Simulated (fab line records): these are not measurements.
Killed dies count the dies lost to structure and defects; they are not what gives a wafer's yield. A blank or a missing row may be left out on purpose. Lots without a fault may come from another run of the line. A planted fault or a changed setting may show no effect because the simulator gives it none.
Which tool did it? :: flow n5-finfet :: Sampling: 24 lots, 72 wafers, 6 of 1938 route steps

WHAT THE GAUGES SHOWED, per wafer
N5_BEOL_M4_OVL_MEAS_12.
lot: L074
measured: day 7 18:40
on: overlay-01
M4_OVL (nm): 0.4 1.2 0.2

lot: L075
measured: day 8 00:46
on: overlay-01
M4_OVL (nm): 2.1 1.5 1.7

lot: L076
measured: day 8 01:50
on: overlay-02
M4_OVL (nm): 0.3 -0.2 -0.5

lot: L077
measured: day 8 03:40
on: overlay-01
M4_OVL (nm): 0.6 0.5 0.3

lot: L078
measured: day 8 07:16
on: overlay-02
M4_OVL (nm): -0.5 -0.1 0.3

lot: L079
measured: day 8 15:48
on: overlay-02
M4_OVL (nm): -0.1 -0.1 1.1

lot: L080
measured: day 8 20:41
on: overlay-02
M4_OVL (nm): -0.4 0.9 0.1

lot: L081
measured: day 9 03:10
on: overlay-01
M4_OVL (nm): -0.4 -0.8 -0.4

lot: L082
measured: day 9 14:22
on: overlay-01
M4_OVL (nm): -0.4 0.1 -0.6

lot: L083
measured: day 9 20:33
on: overlay-01
M4_OVL (nm): 0.3 -0.6 0.4

lot: L084
measured: day 10 01:07
on: overlay-01
M4_OVL (nm): 0.7 1.5 0.9

lot: L085
measured: day 10 04:04
on: overlay-01
M4_OVL (nm): 0.8 1.2 0.8

lot: L086
measured: day 10 07:31
on: overlay-01
M4_OVL (nm): 0.9 0.1 1.1

lot: L087
measured: day 11 00:55
on: overlay-02
M4_OVL (nm): 1.4 1.6 0.4

lot: L090
measured: day 11 09:35
on: overlay-02
M4_OVL (nm): 1.6 2.0 0.8

lot: L088
measured: day 11 12:15
on: overlay-01
M4_OVL (nm): 0.6 0.4 -0.3

lot: L089
measured: day 11 16:07
on: overlay-02
M4_OVL (nm): 0.9 0.6 -0.1

lot: L091
measured: day 11 19:28
on: overlay-02
M4_OVL (nm): 0.7 0.8 1.5

lot: L092
measured: day 11 21:10
on: overlay-01
M4_OVL (nm): 1.4 -0.2 1.2

lot: L093
measured: day 12 05:25
on: overlay-01
M4_OVL (nm): 0.9 1.0 1.1

lot: L094
measured: day 12 06:52
on: overlay-01
M4_OVL (nm): 0.0 -0.5 1.7

lot: L095
measured: day 12 19:30
on: overlay-01
M4_OVL (nm): 1.3 0.5 0.6

lot: L096
measured: day 13 12:58
on: overlay-01
M4_OVL (nm): 0.4 0.8 1.1

lot: L097
measured: day 13 15:29
on: overlay-02
M4_OVL (nm): 0.5 0.9 0.3

N5_BEOL_M4_CD_MEAS_18: pitch 36 nm, target cd 18 nm.
lot: L074
measured: day 7 19:11
on: cd-sem-02
cd-nm (nm): 18.0 17.5 17.8

lot: L075
measured: day 8 01:32
on: cd-sem-01
cd-nm (nm): 19.2 17.8 18.0

lot: L076
measured: day 8 02:29
on: cd-sem-01
cd-nm (nm): 18.1 17.8 17.5

lot: L077
measured: day 8 04:16
on: cd-sem-03
cd-nm (nm): 17.5 18.4 18.1

lot: L078
measured: day 8 08:22
on: cd-sem-03
cd-nm (nm): 17.6 17.7 17.8

lot: L079
measured: day 8 16:25
on: cd-sem-02
cd-nm (nm): 18.3 17.7 17.7

lot: L080
measured: day 8 21:11
on: cd-sem-03
cd-nm (nm): 18.0 17.2 17.5

lot: L081
measured: day 9 03:50
on: cd-sem-02
cd-nm (nm): 17.5 17.6 17.3

lot: L082
measured: day 9 14:59
on: cd-sem-01
cd-nm (nm): 18.3 18.6 18.3

lot: L083
measured: day 9 21:05
on: cd-sem-01
cd-nm (nm): 17.6 17.4 17.9

lot: L084
measured: day 10 01:39
on: cd-sem-01
cd-nm (nm): 17.4 17.9 17.8

lot: L085
measured: day 10 04:49
on: cd-sem-02
cd-nm (nm): 18.2 18.4 18.2

lot: L086
measured: day 10 08:02
on: cd-sem-01
cd-nm (nm): 17.7 17.9 17.5

lot: L087
measured: day 11 01:32
on: cd-sem-03
cd-nm (nm): 18.3 18.1 17.9

lot: L090
measured: day 11 10:52
on: cd-sem-01
cd-nm (nm): 17.8 17.9 18.2

lot: L088
measured: day 11 12:49
on: cd-sem-01
cd-nm (nm): 18.4 18.0 17.7

lot: L089
measured: day 11 16:38
on: cd-sem-02
cd-nm (nm): 18.6 18.7 18.7

lot: L091
measured: day 11 19:59
on: cd-sem-02
cd-nm (nm): 17.6 17.5 18.0

lot: L092
measured: day 11 21:42
on: cd-sem-01
cd-nm (nm): 17.7 17.9 18.1

lot: L093
measured: day 12 06:27
on: cd-sem-02
cd-nm (nm): 18.1 17.9 17.6

lot: L094
measured: day 12 07:32
on: cd-sem-02
cd-nm (nm): 18.0 18.4 18.7

lot: L095
measured: day 12 20:08
on: cd-sem-03
cd-nm (nm): 18.2 18.1 18.1

lot: L096
measured: day 13 13:35
on: cd-sem-03
cd-nm (nm): 18.2 17.1 17.9

lot: L097
measured: day 13 16:00
on: cd-sem-02
cd-nm (nm): 17.8 17.6 17.7

WHICH TOOL RAN EACH LOT (tool, then ch and the chambers of the sampled wafers, then the start)
lot: L074
N5_BEOL_M3_STRIP_36: rie-diel-01 ch 0,3, day 7 13:04
N5_BEOL_M3_ALD_84: ald-metal-03 ch 1,2,3, day 7 13:38
N5_BEOL_M3_ANNEAL_87: pvd-sputter-03, day 7 15:01
N5_BEOL_M4_PECVD_72: pecvd-02 ch 1,2, day 7 17:20

lot: L075
N5_BEOL_M3_STRIP_36: rie-diel-04 ch 0,1, day 7 18:02
N5_BEOL_M3_ALD_84: ald-metal-02 ch 0,1, day 7 18:52
N5_BEOL_M3_ANNEAL_87: pvd-sputter-03, day 7 20:10
N5_BEOL_M4_PECVD_72: pecvd-04 ch 0,1,2, day 7 22:27

lot: L076
N5_BEOL_M3_STRIP_36: rie-diel-04 ch 0,1,3, day 7 21:12
N5_BEOL_M3_ALD_84: ald-metal-02 ch 1,2,3, day 7 21:49
N5_BEOL_M3_ANNEAL_87: pvd-sputter-02, day 7 23:07
N5_BEOL_M4_PECVD_72: pecvd-03 ch 0,2, day 8 01:21

lot: L077
N5_BEOL_M3_STRIP_36: rie-diel-01 ch 0,2,3, day 7 21:24
N5_BEOL_M3_ALD_84: ald-metal-03 ch 1,2, day 7 22:02
N5_BEOL_M3_ANNEAL_87: pvd-sputter-01, day 7 23:25
N5_BEOL_M4_PECVD_72: pecvd-04 ch 1,2, day 8 01:47

lot: L078
N5_BEOL_M3_STRIP_36: rie-diel-03 ch 0,1,2, day 8 00:23
N5_BEOL_M3_ALD_84: ald-metal-02 ch 0,1, day 8 01:01
N5_BEOL_M3_ANNEAL_87: pvd-sputter-02, day 8 02:25
N5_BEOL_M4_PECVD_72: pecvd-03 ch 0,1,2, day 8 04:41

lot: L079
N5_BEOL_M3_STRIP_36: rie-diel-03 ch 0,2, day 8 09:55
N5_BEOL_M3_ALD_84: ald-metal-02 ch 1,3, day 8 10:53
N5_BEOL_M3_ANNEAL_87: pvd-sputter-01, day 8 12:16
N5_BEOL_M4_PECVD_72: pecvd-03 ch 0,1,2, day 8 14:31

lot: L080
N5_BEOL_M3_STRIP_36: rie-diel-04 ch 2,3, day 8 13:05
N5_BEOL_M3_ALD_84: ald-metal-04 ch 1,3, day 8 13:44
N5_BEOL_M3_ANNEAL_87: pvd-sputter-01, day 8 15:36
N5_BEOL_M4_PECVD_72: pecvd-04 ch 1,2, day 8 17:52

lot: L081
N5_BEOL_M3_STRIP_36: rie-diel-01 ch 1,2, day 8 21:31
N5_BEOL_M3_ALD_84: ald-metal-04 ch 2,3, day 8 22:13
N5_BEOL_M3_ANNEAL_87: pvd-sputter-01, day 8 23:24
N5_BEOL_M4_PECVD_72: pecvd-03 ch 0,1, day 9 01:44

lot: L082
N5_BEOL_M3_STRIP_36: rie-diel-04 ch 2,3, day 9 05:11
N5_BEOL_M3_ALD_84: ald-metal-03 ch 0,1,2, day 9 06:08
N5_BEOL_M3_ANNEAL_87: pvd-sputter-02, day 9 11:03
N5_BEOL_M4_PECVD_72: pecvd-03 ch 0,1,2, day 9 13:17

lot: L083
N5_BEOL_M3_STRIP_36: rie-diel-04 ch 1,3, day 9 14:59
N5_BEOL_M3_ALD_84: ald-metal-02 ch 0,1, day 9 16:01
N5_BEOL_M3_ANNEAL_87: pvd-sputter-02, day 9 17:17
N5_BEOL_M4_PECVD_72: pecvd-03 ch 1,2, day 9 19:32

lot: L084
N5_BEOL_M3_STRIP_36: rie-diel-03 ch 0,1,2, day 9 19:28
N5_BEOL_M3_ALD_84: ald-metal-04 ch 0,1,3, day 9 20:20
N5_BEOL_M3_ANNEAL_87: pvd-sputter-02, day 9 21:35
N5_BEOL_M4_PECVD_72: pecvd-03 ch 1,2, day 9 23:50

lot: L085
N5_BEOL_M3_STRIP_36: rie-diel-01 ch 0,1,2, day 9 22:31
N5_BEOL_M3_ALD_84: ald-metal-02 ch 0,2,3, day 9 23:26
N5_BEOL_M3_ANNEAL_87: pvd-sputter-03, day 10 00:47
N5_BEOL_M4_PECVD_72: pecvd-02 ch 0,1, day 10 03:02

lot: L086
N5_BEOL_M3_STRIP_36: rie-diel-01 ch 2,3, day 10 02:20
N5_BEOL_M3_ALD_84: ald-metal-02 ch 0,3, day 10 03:21
N5_BEOL_M3_ANNEAL_87: pvd-sputter-03, day 10 04:35
N5_BEOL_M4_PECVD_72: pecvd-04 ch 0,1,2, day 10 06:52

lot: L087
N5_BEOL_M3_STRIP_36: rie-diel-04 ch 2,3, day 10 18:10
N5_BEOL_M3_ALD_84: ald-metal-04 ch 0,2,3, day 10 19:13
N5_BEOL_M3_ANNEAL_87: pvd-sputter-02, day 10 20:37
N5_BEOL_M4_PECVD_72: pecvd-04 ch 0,1,2, day 10 22:57

lot: L090
N5_BEOL_M3_STRIP_36: rie-diel-01 ch 0,3, day 11 02:04
N5_BEOL_M3_ALD_84: ald-metal-02 ch 1,3, day 11 02:57
N5_BEOL_M3_ANNEAL_87: pvd-sputter-01, day 11 06:13
N5_BEOL_M4_PECVD_72: pecvd-03 ch 0,2, day 11 08:28

lot: L088
N5_BEOL_M3_STRIP_36: rie-diel-03 ch 0,1,2, day 11 05:32
N5_BEOL_M3_ALD_84: ald-metal-04 ch 1,2,3, day 11 06:43
N5_BEOL_M3_ANNEAL_87: pvd-sputter-01, day 11 08:04
N5_BEOL_M4_PECVD_72: pecvd-02 ch 0,1, day 11 10:19

lot: L089
N5_BEOL_M3_STRIP_36: rie-diel-01 ch 0,2,3, day 11 08:55
N5_BEOL_M3_ALD_84: ald-metal-04 ch 0,2, day 11 09:54
N5_BEOL_M3_ANNEAL_87: pvd-sputter-01, day 11 11:11
N5_BEOL_M4_PECVD_72: pecvd-03 ch 0,2, day 11 13:25

lot: L091
N5_BEOL_M3_STRIP_36: rie-diel-03 ch 0,3, day 11 11:59
N5_BEOL_M3_ALD_84: ald-metal-04 ch 0,2, day 11 12:54
N5_BEOL_M3_ANNEAL_87: pvd-sputter-03, day 11 14:07
N5_BEOL_M4_PECVD_72: pecvd-03 ch 0,1, day 11 16:21

lot: L092
N5_BEOL_M3_STRIP_36: rie-diel-01 ch 0,1,2, day 11 15:08
N5_BEOL_M3_ALD_84: ald-metal-04 ch 0,1,2, day 11 16:16
N5_BEOL_M3_ANNEAL_87: pvd-sputter-01, day 11 17:34
N5_BEOL_M4_PECVD_72: pecvd-03 ch 0,1,2, day 11 19:48

lot: L093
N5_BEOL_M3_STRIP_36: rie-diel-01 ch 2,3, day 11 21:08
N5_BEOL_M3_ALD_84: ald-metal-02 ch 0,1, day 11 21:53
N5_BEOL_M3_ANNEAL_87: pvd-sputter-03, day 12 00:42
N5_BEOL_M4_PECVD_72: pecvd-03 ch 0,1, day 12 02:56

lot: L094
N5_BEOL_M3_STRIP_36: rie-diel-03 ch 0,1,3, day 12 01:39
N5_BEOL_M3_ALD_84: ald-metal-02 ch 0,1,2, day 12 02:25
N5_BEOL_M3_ANNEAL_87: pvd-sputter-03, day 12 03:43
N5_BEOL_M4_PECVD_72: pecvd-04 ch 0,2, day 12 05:59

lot: L095
N5_BEOL_M3_STRIP_36: rie-diel-04 ch 0,3, day 12 12:10
N5_BEOL_M3_ALD_84: ald-metal-03 ch 1,3, day 12 12:56
N5_BEOL_M3_ANNEAL_87: pvd-sputter-03, day 12 15:08
N5_BEOL_M4_PECVD_72: pecvd-04 ch 1,2, day 12 17:23

lot: L096
N5_BEOL_M3_STRIP_36: rie-diel-01 ch 0,3, day 13 04:40
N5_BEOL_M3_ALD_84: ald-metal-04 ch 0,1,2, day 13 05:10
N5_BEOL_M3_ANNEAL_87: pvd-sputter-01, day 13 06:44
N5_BEOL_M4_PECVD_72: pecvd-02 ch 0,2, day 13 08:59

lot: L097
N5_BEOL_M3_STRIP_36: rie-diel-04 ch 1,2, day 13 07:50
N5_BEOL_M3_ALD_84: ald-metal-04 ch 0,2,3, day 13 08:58
N5_BEOL_M3_ANNEAL_87: pvd-sputter-03, day 13 12:10
N5_BEOL_M4_PECVD_72: pecvd-04 ch 0,2, day 13 14:43
- N5_BEOL_M3_STRIP_36: strips in N2/H2.
- N5_BEOL_M3_ALD_84: deposits TaN, pulse time 2 s, purge time 3 s, co reactant purge time 2 s.
- N5_BEOL_M3_ANNEAL_87: time 240 s.
- N5_BEOL_M4_PECVD_72: deposits SiO2 from TEOS/O2, target thk 16 nm, time 18 s.

WHAT THE TOOLS THEMSELVES READ (means of the sampled wafers that have a number; where no wafer has one, the mark that the record gives instead)
N5_BEOL_M3_STRIP_36.
lot: L074
tool: rie-diel-01
drypump-motor-current-A (A): 5.8
oes-product-au (a.u.): 0.89
rf-vpp-V (V): 59.4
showerhead-plenum-p-Torr (Torr): 2.51
throttle-valve-pct (%): 23.5

lot: L075
tool: rie-diel-04
drypump-motor-current-A (A): 6.3
oes-product-au (a.u.): 0.76
rf-vpp-V (V): 59.2
showerhead-plenum-p-Torr (Torr): 2.57
throttle-valve-pct (%): 23.9

lot: L076
tool: rie-diel-04
drypump-motor-current-A (A): 6.3
oes-product-au (a.u.): 0.73
rf-vpp-V (V): 57.6
showerhead-plenum-p-Torr (Torr): 2.53
throttle-valve-pct (%): 24.0

lot: L077
tool: rie-diel-01
drypump-motor-current-A (A): 5.8
oes-product-au (a.u.): 0.93
rf-vpp-V (V): 58.1
showerhead-plenum-p-Torr (Torr): 2.52
throttle-valve-pct (%): 23.3

lot: L078
tool: rie-diel-03
drypump-motor-current-A (A): 5.3
oes-product-au (a.u.): 0.76
rf-vpp-V (V): 57.9
showerhead-plenum-p-Torr (Torr): 2.50
throttle-valve-pct (%): 23.5

lot: L079
tool: rie-diel-03
drypump-motor-current-A (A): 5.3
oes-product-au (a.u.): 0.75
rf-vpp-V (V): 58.8
showerhead-plenum-p-Torr (Torr): 2.46
throttle-valve-pct (%): 23.6

lot: L080
tool: rie-diel-04
drypump-motor-current-A (A): 6.0
oes-product-au (a.u.): 0.84
rf-vpp-V (V): 59.5
showerhead-plenum-p-Torr (Torr): 2.55
throttle-valve-pct (%): 24.0

lot: L081
tool: rie-diel-01
drypump-motor-current-A (A): 5.5
oes-product-au (a.u.): 0.79
rf-vpp-V (V): 59.2
showerhead-plenum-p-Torr (Torr): 2.51
throttle-valve-pct (%): 23.7

lot: L082
tool: rie-diel-04
drypump-motor-current-A (A): 6.0
oes-product-au (a.u.): 0.83
rf-vpp-V (V): 59.4
showerhead-plenum-p-Torr (Torr): 2.55
throttle-valve-pct (%): 24.1

lot: L083
tool: rie-diel-04
drypump-motor-current-A (A): 6.5
oes-product-au (a.u.): 0.77
rf-vpp-V (V): 58.9
showerhead-plenum-p-Torr (Torr): 2.50
throttle-valve-pct (%): 23.8

lot: L084
tool: rie-diel-03
drypump-motor-current-A (A): 5.3
oes-product-au (a.u.): 0.75
rf-vpp-V (V): 58.6
showerhead-plenum-p-Torr (Torr): 2.50
throttle-valve-pct (%): 23.5

lot: L085
tool: rie-diel-01
drypump-motor-current-A (A): 5.3
oes-product-au (a.u.): 0.84
rf-vpp-V (V): 58.3
showerhead-plenum-p-Torr (Torr): 2.53
throttle-valve-pct (%): 23.5

lot: L086
tool: rie-diel-01
drypump-motor-current-A (A): 6.2
oes-product-au (a.u.): 0.91
rf-vpp-V (V): 57.9
showerhead-plenum-p-Torr (Torr): 2.49
throttle-valve-pct (%): 23.3

lot: L087
tool: rie-diel-04
drypump-motor-current-A (A): 6.0
oes-product-au (a.u.): 0.81
rf-vpp-V (V): 58.9
showerhead-plenum-p-Torr (Torr): 2.54
throttle-valve-pct (%): 24.1

lot: L090
tool: rie-diel-01
drypump-motor-current-A (A): 5.3
oes-product-au (a.u.): 0.86
rf-vpp-V (V): 59.2
showerhead-plenum-p-Torr (Torr): 2.53
throttle-valve-pct (%): 23.5

lot: L088
tool: rie-diel-03
drypump-motor-current-A (A): 5.3
oes-product-au (a.u.): 0.75
rf-vpp-V (V): 58.6
showerhead-plenum-p-Torr (Torr): 2.49
throttle-valve-pct (%): 23.5

lot: L089
tool: rie-diel-01
drypump-motor-current-A (A): 5.7
oes-product-au (a.u.): 0.88
rf-vpp-V (V): 58.6
showerhead-plenum-p-Torr (Torr): 2.51
throttle-valve-pct (%): 23.4

lot: L091
tool: rie-diel-03
drypump-motor-current-A (A): 5.9
oes-product-au (a.u.): 0.75
rf-vpp-V (V): 61.0
showerhead-plenum-p-Torr (Torr): 2.59
throttle-valve-pct (%): 23.3

lot: L092
tool: rie-diel-01
drypump-motor-current-A (A): 5.4
oes-product-au (a.u.): 0.81
rf-vpp-V (V): 58.2
showerhead-plenum-p-Torr (Torr): 2.52
throttle-valve-pct (%): 23.5

lot: L093
tool: rie-diel-01
drypump-motor-current-A (A): 6.3
oes-product-au (a.u.): 0.86
rf-vpp-V (V): 59.0
showerhead-plenum-p-Torr (Torr): 2.48
throttle-valve-pct (%): 23.5

lot: L094
tool: rie-diel-03
drypump-motor-current-A (A): 5.5
oes-product-au (a.u.): 0.75
rf-vpp-V (V): 59.7
showerhead-plenum-p-Torr (Torr): 2.56
throttle-valve-pct (%): 23.3

lot: L095
tool: rie-diel-04
drypump-motor-current-A (A): 6.1
oes-product-au (a.u.): 0.84
rf-vpp-V (V): 59.0
showerhead-plenum-p-Torr (Torr): 2.54
throttle-valve-pct (%): 23.9

lot: L096
tool: rie-diel-01
drypump-motor-current-A (A): 5.3
oes-product-au (a.u.): 0.84
rf-vpp-V (V): 57.9
showerhead-plenum-p-Torr (Torr): 2.53
throttle-valve-pct (%): 23.5

lot: L097
tool: rie-diel-04
drypump-motor-current-A (A): 6.0
oes-product-au (a.u.): 0.81
rf-vpp-V (V): 60.4
showerhead-plenum-p-Torr (Torr): 2.58
throttle-valve-pct (%): 24.1

N5_BEOL_M3_ALD_84.
lot: L074
tool: ald-metal-03
heater-power-w (W): 410
mfc-carrier-sccm (sccm): 1500

lot: L075
tool: ald-metal-02
heater-power-w (W): 419
mfc-carrier-sccm (sccm): 1501

lot: L076
tool: ald-metal-02
heater-power-w (W): 398
mfc-carrier-sccm (sccm): 1502

lot: L077
tool: ald-metal-03
heater-power-w (W): 413
mfc-carrier-sccm (sccm): 1496

lot: L078
tool: ald-metal-02
heater-power-w (W): 432
mfc-carrier-sccm (sccm): 1501

lot: L079
tool: ald-metal-02
heater-power-w (W): 410
mfc-carrier-sccm (sccm): 1499

lot: L080
tool: ald-metal-04
heater-power-w (W): 437
mfc-carrier-sccm (sccm): 1504

lot: L081
tool: ald-metal-04
heater-power-w (W): 379
mfc-carrier-sccm (sccm): 1496

lot: L082
tool: ald-metal-03
heater-power-w (W): 426
mfc-carrier-sccm (sccm): 1497

lot: L083
tool: ald-metal-02
heater-power-w (W): 408
mfc-carrier-sccm (sccm): 1495

lot: L084
tool: ald-metal-04
heater-power-w (W): 424
mfc-carrier-sccm (sccm): 1497

lot: L085
tool: ald-metal-02
heater-power-w (W): 389
mfc-carrier-sccm (sccm): 1499

lot: L086
tool: ald-metal-02
heater-power-w (W): 372
mfc-carrier-sccm (sccm): 1500

lot: L087
tool: ald-metal-04
heater-power-w (W): 389
mfc-carrier-sccm (sccm): 1500

lot: L090
tool: ald-metal-02
heater-power-w (W): 406
mfc-carrier-sccm (sccm): 1499

lot: L088
tool: ald-metal-04
heater-power-w (W): 407
mfc-carrier-sccm (sccm): 1498

lot: L089
tool: ald-metal-04
heater-power-w (W): 396
mfc-carrier-sccm (sccm): 1498

lot: L091
tool: ald-metal-04
heater-power-w (W): 408
mfc-carrier-sccm (sccm): 1501

lot: L092
tool: ald-metal-04
heater-power-w (W): 422
mfc-carrier-sccm (sccm): 1504

lot: L093
tool: ald-metal-02
heater-power-w (W): 426
mfc-carrier-sccm (sccm): 1495

lot: L094
tool: ald-metal-02
heater-power-w (W): 419
mfc-carrier-sccm (sccm): 1499

lot: L095
tool: ald-metal-03
heater-power-w (W): 403
mfc-carrier-sccm (sccm): 1506

lot: L096
tool: ald-metal-04
heater-power-w (W): 427
mfc-carrier-sccm (sccm): 1496

lot: L097
tool: ald-metal-04
heater-power-w (W): 395
mfc-carrier-sccm (sccm): 1503

N5_BEOL_M3_ANNEAL_87.
lot: L074
tool: pvd-sputter-03
heater-power-w (W): 815

lot: L075
tool: pvd-sputter-03
heater-power-w (W): 836

lot: L076
tool: pvd-sputter-02
heater-power-w (W): 900

lot: L077
tool: pvd-sputter-01
heater-power-w (W): 792

lot: L078
tool: pvd-sputter-02
heater-power-w (W): 934

lot: L079
tool: pvd-sputter-01
heater-power-w (W): 799

lot: L080
tool: pvd-sputter-01
heater-power-w (W): 815

lot: L081
tool: pvd-sputter-01
heater-power-w (W): 805

lot: L082
tool: pvd-sputter-02
heater-power-w (W): 966

lot: L083
tool: pvd-sputter-02
heater-power-w (W): 921

lot: L084
tool: pvd-sputter-02
heater-power-w (W): 911

lot: L085
tool: pvd-sputter-03
heater-power-w (W): 843

lot: L086
tool: pvd-sputter-03
heater-power-w (W): 840

lot: L087
tool: pvd-sputter-02
heater-power-w (W): 883

lot: L090
tool: pvd-sputter-01
heater-power-w (W): 802

lot: L088
tool: pvd-sputter-01
heater-power-w (W): 789

lot: L089
tool: pvd-sputter-01
heater-power-w (W): 815

lot: L091
tool: pvd-sputter-03
heater-power-w (W): 872

lot: L092
tool: pvd-sputter-01
heater-power-w (W): 795

lot: L093
tool: pvd-sputter-03
heater-power-w (W): 831

lot: L094
tool: pvd-sputter-03
heater-power-w (W): 814

lot: L095
tool: pvd-sputter-03
heater-power-w (W): 844

lot: L096
tool: pvd-sputter-01
heater-power-w (W): 804

lot: L097
tool: pvd-sputter-03
heater-power-w (W): 841

N5_BEOL_M4_PECVD_72.
lot: L074
tool: pecvd-02
heater-power-w (W): 604
showerhead-plenum-p-Torr (Torr): 8.73
throttle-valve-pct (%): 22.2

lot: L075
tool: pecvd-04
heater-power-w (W): 797
showerhead-plenum-p-Torr (Torr): 8.84
throttle-valve-pct (%): 22.5

lot: L076
tool: pecvd-03
heater-power-w (W): 702
showerhead-plenum-p-Torr (Torr): 8.91
throttle-valve-pct (%): 21.4

lot: L077
tool: pecvd-04
heater-power-w (W): 892
showerhead-plenum-p-Torr (Torr): 8.87
throttle-valve-pct (%): 23.2

lot: L078
tool: pecvd-03
heater-power-w (W): 718
showerhead-plenum-p-Torr (Torr): 8.88
throttle-valve-pct (%): 21.4

lot: L079
tool: pecvd-03
heater-power-w (W): 737
showerhead-plenum-p-Torr (Torr): 8.88
throttle-valve-pct (%): 21.6

lot: L080
tool: pecvd-04
heater-power-w (W): 780
showerhead-plenum-p-Torr (Torr): 8.87
throttle-valve-pct (%): 23.2

lot: L081
tool: pecvd-03
heater-power-w (W): 728
showerhead-plenum-p-Torr (Torr): 8.86
throttle-valve-pct (%): 21.7

lot: L082
tool: pecvd-03
heater-power-w (W): 739
showerhead-plenum-p-Torr (Torr): 8.87
throttle-valve-pct (%): 21.6

lot: L083
tool: pecvd-03
heater-power-w (W): 714
showerhead-plenum-p-Torr (Torr): 8.86
throttle-valve-pct (%): 21.7

lot: L084
tool: pecvd-03
heater-power-w (W): 692
showerhead-plenum-p-Torr (Torr): 8.85
throttle-valve-pct (%): 21.6

lot: L085
tool: pecvd-02
heater-power-w (W): 579
showerhead-plenum-p-Torr (Torr): 8.68
throttle-valve-pct (%): 21.8

lot: L086
tool: pecvd-04
heater-power-w (W): 805
showerhead-plenum-p-Torr (Torr): 8.83
throttle-valve-pct (%): 22.5

lot: L087
tool: pecvd-04
heater-power-w (W): 784
showerhead-plenum-p-Torr (Torr): 8.83
throttle-valve-pct (%): 22.5

lot: L090
tool: pecvd-03
heater-power-w (W): 785
showerhead-plenum-p-Torr (Torr): 8.91
throttle-valve-pct (%): 21.6

lot: L088
tool: pecvd-02
heater-power-w (W): 691
showerhead-plenum-p-Torr (Torr): 8.71
throttle-valve-pct (%): 22.0

lot: L089
tool: pecvd-03
heater-power-w (W): 744
showerhead-plenum-p-Torr (Torr): 8.90
throttle-valve-pct (%): 21.8

lot: L091
tool: pecvd-03
heater-power-w (W): 724
showerhead-plenum-p-Torr (Torr): 8.87
throttle-valve-pct (%): 21.8

lot: L092
tool: pecvd-03
heater-power-w (W): 756
showerhead-plenum-p-Torr (Torr): 8.90
throttle-valve-pct (%): 21.7

lot: L093
tool: pecvd-03
heater-power-w (W): 733
showerhead-plenum-p-Torr (Torr): 8.87
throttle-valve-pct (%): 21.8

lot: L094
tool: pecvd-04
heater-power-w (W): 712
showerhead-plenum-p-Torr (Torr): 8.79
throttle-valve-pct (%): 21.9

lot: L095
tool: pecvd-04
heater-power-w (W): 860
showerhead-plenum-p-Torr (Torr): 8.82
throttle-valve-pct (%): 22.5

lot: L096
tool: pecvd-02
heater-power-w (W): 723
showerhead-plenum-p-Torr (Torr): 8.72
throttle-valve-pct (%): 21.9

lot: L097
tool: pecvd-04
heater-power-w (W): 771
showerhead-plenum-p-Torr (Torr): 8.79
throttle-valve-pct (%): 22.1

THE ANSWER, worked out from the rows above alone
Rule: the usual values come from the lots themselves. Put in order of their means at a reading, lots are off if they are a third of the lots or fewer, leave a main group of 4 or more, and stand apart from it by a gap of 3 or more times the standard deviation of the main group's means; of several such gaps the widest counts. A main group is skipped when, at the precision printed for the reading in the tables above, its means are all equal. Also off: a lot with no number at a reading for which 4 or more lots have one. Any other lot the step has rows for is counted as sound. First the gauges in route order, then the tools' own readings, where a lot's mean is used as printed above. The first step at which some lot is off is used, and at that step the reading that is off furthest; a lot without a number counts as furthest.
None of the lots is off at any reading shown; this tells nothing.

WHAT THE SIMULATOR PUT IN
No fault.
